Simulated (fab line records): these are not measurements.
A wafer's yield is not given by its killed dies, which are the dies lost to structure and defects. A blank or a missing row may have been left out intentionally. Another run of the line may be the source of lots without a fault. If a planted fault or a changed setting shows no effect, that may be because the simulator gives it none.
Problem report, 8D (eight disciplines) form, completed by code :: flow nand harc :: the parts of the form that need people (team, actions taken, sign-off) are left out

== 1. WHAT IS WRONG ==
At NHARC_A_STAIRCASE_HM_OPEN_463, oes product au averages 0.925 a.u. over 2 wafers from 2 lots, while fault-free wafers read 1.001 a.u., standard deviation 0.0076. That puts it -9.9 standard deviations away from the usual mean.
The step: chemistry O2/COS.
The first sign was on wafer L672.2 at day 21 15:08, on rie diel-03. At this step, 42 wafers from 14 lots have a number in the record. By rule, "out" or "out of limits" means more than 4 standard deviations away from the usual mean. Any other wafer with a number is counted as sound.

== 2. WHAT IT IS, WHAT IT ISN'T ==
question: which readings at this step
is: oes product au
is not: drypump motor current A, mfc ar sccm, rf vpp V, showerhead plenum p Torr

question: which lots
is: L672, L674
is not: L663, L664, L665, L666, L667, L668, L676, L677, L679, L680, L683, L685

question: which wafers of those lots
is: L672.2, L674.1
is not: L672.3, L672.6, L674.5, L674.6

question: read on which tools
is: rie diel-03
is not: rie diel-05, rie diel-06

question: when
is: from day 21 15:08
is not: up to then (20 sound wafers); but 20 sound wafers of L674, L676, L677, L679, L680, L683, L685 came after

== 3. SUSPECTS, AND WHAT RULES EACH OUT ==
Counting: if a tool at a process step up to the reading ran every lot that is out, it stays a suspect. Sound lots after the first of them don't rule it out here, since some wafers of a struck lot are sound.
- rie diel-05 at NHARC_A_STAIRCASE_ETCH_294 (etches the open film in C4F8/O2/Ar, target depth 4989 nm, time 1211.6 s): kept. It processed each lot that is out (first: L672, day 21 15:08); up to then, its last sound lot is L668 (day 19 12:29). With no start given for some of its lots, NHARC_A_STAIRCASE_ETCH_294 uses the hours and lot order of NHARC_A_STAIRCASE_HM_OPEN_463.
- rie diel-03 at NHARC_A_STAIRCASE_HM_OPEN_463 (chemistry O2/COS): kept. It processed each lot that is out (first: L672, day 21 15:08); up to then, its last sound lot is L665 (day 18 21:37). On those wafers its own readings are out: oes product au.
Left after counting: rie diel-05 at NHARC_A_STAIRCASE_ETCH_294, rie diel-03 at NHARC_A_STAIRCASE_HM_OPEN_463.

== 4. THE CAUSE (what the simulator had put in) ==
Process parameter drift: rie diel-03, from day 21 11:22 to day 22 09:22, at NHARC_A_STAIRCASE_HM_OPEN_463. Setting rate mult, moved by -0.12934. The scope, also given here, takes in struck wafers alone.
This tool is one of the 2 suspects left after counting.

== 5. THE EFFECT CHAIN, in route order ==
Each row: a reading where the mean over the struck wafers with a number is more than 3 standard deviations away from the usual. Readings are gone through only where the record gives a usual standard deviation; hours: the median, over the lots, of the time from a lot's start at the first step in this table giving one to that lot's start at this step; sigmas: the change measured in usual standard deviations.
hours: 0
step: NHARC_A_STAIRCASE_HM_OPEN_463
reading: oes product au
usual: 1.001 a.u.
on struck wafers: 0.925
change: -0.075
sigmas: -9.9
Its process steps:
- NHARC_A_STAIRCASE_HM_OPEN_463: chemistry O2/COS.

== 6. WHAT WOULD HAVE CAUGHT IT SOONER ==
The fault began at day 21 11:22; the first out-of-limits reading in this record came at day 21 15:08, 4 hours later.
